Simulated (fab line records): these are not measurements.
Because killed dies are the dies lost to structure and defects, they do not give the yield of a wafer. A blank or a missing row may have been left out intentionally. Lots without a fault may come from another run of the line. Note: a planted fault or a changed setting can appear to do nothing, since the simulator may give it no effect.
Matching of chambers | flow nand-harc | NHARC_A_CHANNEL_FILL_D1_ALD_25 on ald-hk-04: 4 sister chambers
The step deposits SiOx, target thk 60 nm, pulse time 10 s, ald cycles 600. 22 wafers are shown with their chamber, then 11 later ones without.

== WAFERS, EACH WITH ITS CHAMBER ==
wafer  | chamber | heater-power-w (W) | precursor-pulse-height-rel
L076.2 | 1       | 449                | 0.998
L076.4 | 0       | 470                | 0.965
L076.5 | 2       | 553                | 0.987
L076.1 | 2       | 556                | 0.987
L076.3 | 3       | 577                | 1.012
L076.6 | 1       | 456                | 1.037
L077.1 | 1       | 451                | 1.046
L077.3 | 2       | 525                | 1.001
L077.2 | 3       | 567                | 1.010
L077.4 | 0       | 482                | 0.992
L077.6 | 1       | 449                | 0.991
L077.5 | 2       | 529                | 0.993
L081.3 | 2       | 530                | 0.980
L081.5 | 1       | 454                | 1.012
L081.6 | 2       | 533                | 0.981
L083.4 | 0       | 459                | 1.015
L083.2 | 2       | 540                | 0.983
L083.3 | 3       | 524                | 1.012
L084.3 | 1       | 472                | 1.050
L084.5 | 0       | 462                | 0.990
L084.6 | 1       | 459                | 1.005
L085.2 | 2       | 534                | 0.983

SIGNATURES (averages over the wafers above)
reading                    | chamber 0 | chamber 1 | chamber 2 | chamber 3 | scatter within a chamber
heater-power-w             | 468.25    | 455.71    | 537.50    | 556.00    | 13.3
precursor-pulse-height-rel | 0.99050   | 1.01986   | 0.98687   | 1.01133   | 0.0168
Rule: distance of a wafer from a chamber = root of the sum over the readings of ((wafer's reading minus chamber's mean) / reading's scatter) squared. The wafer belongs to the nearest chamber; if the next one is less than 2 further off, it can't be placed. The scatter is the square root of a quotient: the sum, over the shown wafers, of each reading's squared deviation from its chamber's mean, divided by wafers minus chambers.

== WAFERS MISSING THEIR CHAMBER ==
wafer  | heater-power-w (W) | precursor-pulse-height-rel
L085.1 | 466                | 0.997
L085.6 | 456                | 0.990
L086.4 | 529                | 0.995
L086.5 | 461                | 0.991
L086.6 | 458                | 0.992
L097.2 | 526                | 0.997
L097.3 | 539                | 1.006
L097.1 | 482                | 1.007
L097.4 | 484                | 1.004
L097.6 | 535                | 0.998
L097.5 | 547                | 1.026

== THE CHAMBER EACH PASSED THROUGH ==
wafer  | from the rows above     | in truth
L085.1 | can't be placed: 0 or 1 | 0
L085.6 | can't be placed: 0 or 1 | 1
L086.4 | can't be placed: 2 or 3 | 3
L086.5 | can't be placed: 0 or 1 | 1
L086.6 | can't be placed: 0 or 1 | 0
L097.2 | can't be placed: 2 or 3 | 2
L097.3 | can't be placed: 2 or 3 | 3
L097.1 | can't be placed: 0 or 1 | 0
L097.4 | can't be placed: 0 or 1 | 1
L097.6 | can't be placed: 2 or 3 | 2
L097.5 | can't be placed: 3 or 2 | 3
0 of 11 placed correctly. Unplaceable from these rows: 11, with the true chamber sitting among the candidates in 11. Placed wrongly: 0.
